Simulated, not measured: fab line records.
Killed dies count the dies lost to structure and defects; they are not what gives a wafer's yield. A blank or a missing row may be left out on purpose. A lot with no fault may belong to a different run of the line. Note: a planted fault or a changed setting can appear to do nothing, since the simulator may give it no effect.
Which tool did it? + flow n5_finfet + Sampling: 9 lots, 27 wafers, 2 of 1938 route steps

== WHAT EACH GAUGE READ, for each wafer ==
N5_BEOL_M3_OVL_MEAS_29.
| lot  | measured     | on         | V2_OVL (nm)   |
|------|--------------|------------|---------------|
| L151 | day 7 03:34  | overlay-02 | 1.2 0.7 1.0   |
| L152 | day 7 04:39  | overlay-02 | -0.1 0.4 0.3  |
| L157 | day 8 13:01  | overlay-02 | 1.1 0.9 1.6   |
| L156 | day 8 15:28  | overlay-02 | 1.9 1.1 1.3   |
| L159 | day 9 02:04  | overlay-02 | 0.1 1.8 1.0   |
| L163 | day 10 03:28 | overlay-01 | -0.4 0.6 -0.1 |
| L170 | day 11 22:31 | overlay-02 | 0.5 0.4 0.2   |
| L172 | day 12 01:12 | overlay-01 | 0.7 1.2 0.7   |
| L174 | day 12 17:00 | overlay-01 | 0.4 1.2 1.0   |

== EACH LOT AND THE TOOL THAT RAN IT (in order: tool; ch and the chambers of the sampled wafers; start) ==
| lot  | N5_BEOL_M3_STRIP_19                |
|------|------------------------------------|
| L151 | rie_diel-03 ch 2,3, day 7 03:08    |
| L152 | rie_diel-04 ch 0,1,2, day 7 04:13  |
| L157 | rie_diel-01 ch 0,2,3, day 8 12:36  |
| L156 | rie_diel-04 ch 0,2,3, day 8 15:03  |
| L159 | rie_diel-03 ch 1,2,3, day 9 01:38  |
| L163 | rie_diel-01 ch 0,2,3, day 10 03:02 |
| L170 | rie_diel-04 ch 0,1,3, day 11 22:04 |
| L172 | rie_diel-01 ch 1,3, day 12 00:46   |
| L174 | rie_diel-01 ch 0,2, day 12 16:35   |
- N5_BEOL_M3_STRIP_19: strips in O2.

== THE ANSWER, worked out from the rows above alone ==
Rule: what is usual is taken from the lots themselves. Put in order of their means at a reading, lots are off if they are a third of the lots or fewer, leave a main group of 4 or more, and stand apart from it by a gap of 3 or more times the standard deviation of the main group's means; of several such gaps the widest counts. The tables above print the reading to a certain number of digits; a main group whose means all agree to those digits is not used. Also off: a lot with no number at a reading for which 4 or more lots have one. The other lots that the step has rows for count as sound.
No lot is off at any reading shown: from this, nothing can be told.

== WHAT THE SIMULATOR HAD PUT IN ==
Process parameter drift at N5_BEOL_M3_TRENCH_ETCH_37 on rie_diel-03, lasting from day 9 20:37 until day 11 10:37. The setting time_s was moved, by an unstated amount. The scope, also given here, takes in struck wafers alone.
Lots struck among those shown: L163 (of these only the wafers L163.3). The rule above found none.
